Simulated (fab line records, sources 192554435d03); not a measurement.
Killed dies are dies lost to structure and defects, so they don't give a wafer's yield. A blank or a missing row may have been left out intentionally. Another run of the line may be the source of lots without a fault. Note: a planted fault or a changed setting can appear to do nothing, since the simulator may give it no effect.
Chamber matching || flow n5 finfet || N5_BEOL_M11_PECVD_70 on pecvd-01: 3 sister chambers
The step deposits SiO2 from TEOS/O2, target thk 20 nm, time 22.7 s. 3 wafers are shown with their chamber, then 9 later ones without.

## WAFERS WITH THEIR CHAMBER
{"wafer": "L093.1", "chamber": 2, "throttle valve pct (%)": 23.2}
{"wafer": "L093.4", "chamber": 0, "throttle valve pct (%)": 21.7}
{"wafer": "L093.6", "chamber": 1, "throttle valve pct (%)": 22.7}

## WAFERS WITHOUT THEIR CHAMBER
{"wafer": "L092.1", "throttle valve pct (%)": 23.0}
{"wafer": "L092.3", "throttle valve pct (%)": 21.6}
{"wafer": "L092.4", "throttle valve pct (%)": 22.6}
{"wafer": "L095.3", "throttle valve pct (%)": 22.5}
{"wafer": "L095.5", "throttle valve pct (%)": 23.2}
{"wafer": "L095.6", "throttle valve pct (%)": 21.4}
{"wafer": "L096.1", "throttle valve pct (%)": 21.5}
{"wafer": "L096.4", "throttle valve pct (%)": 22.3}
{"wafer": "L096.5", "throttle valve pct (%)": 23.0}

## CHAMBER TAKEN BY EACH
{"wafer": "L092.1", "from the rows above": "can't be placed: 2 or 1", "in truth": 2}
{"wafer": "L092.3", "from the rows above": 0, "in truth": 0}
{"wafer": "L092.4", "from the rows above": 1, "in truth": 1}
{"wafer": "L095.3", "from the rows above": 1, "in truth": 1}
{"wafer": "L095.5", "from the rows above": 2, "in truth": 2}
{"wafer": "L095.6", "from the rows above": 0, "in truth": 0}
{"wafer": "L096.1", "from the rows above": 0, "in truth": 0}
{"wafer": "L096.4", "from the rows above": "can't be placed: 1 or 0", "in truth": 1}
{"wafer": "L096.5", "from the rows above": "can't be placed: 2 or 1", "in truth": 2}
Correct placement for 6 of the 9. Cannot be placed on the basis of these rows: 3; the candidates contain the true chamber in 3. Number placed wrongly: 0.
How it was worked out, from the rows above alone: a wafer's distance from a chamber is the root of the sum, over the readings, of the square of ((its reading less the chamber's mean) divided by the reading's scatter). If the next closest chamber is less than 2 further off than the closest, the wafer can't be placed; otherwise it belongs to the closest. The mean given for a chamber averages the wafers shown for that chamber. The scatter: with one shown wafer a chamber, the root of the mean of the squares of how far each hidden wafer lies from its nearest shown one.
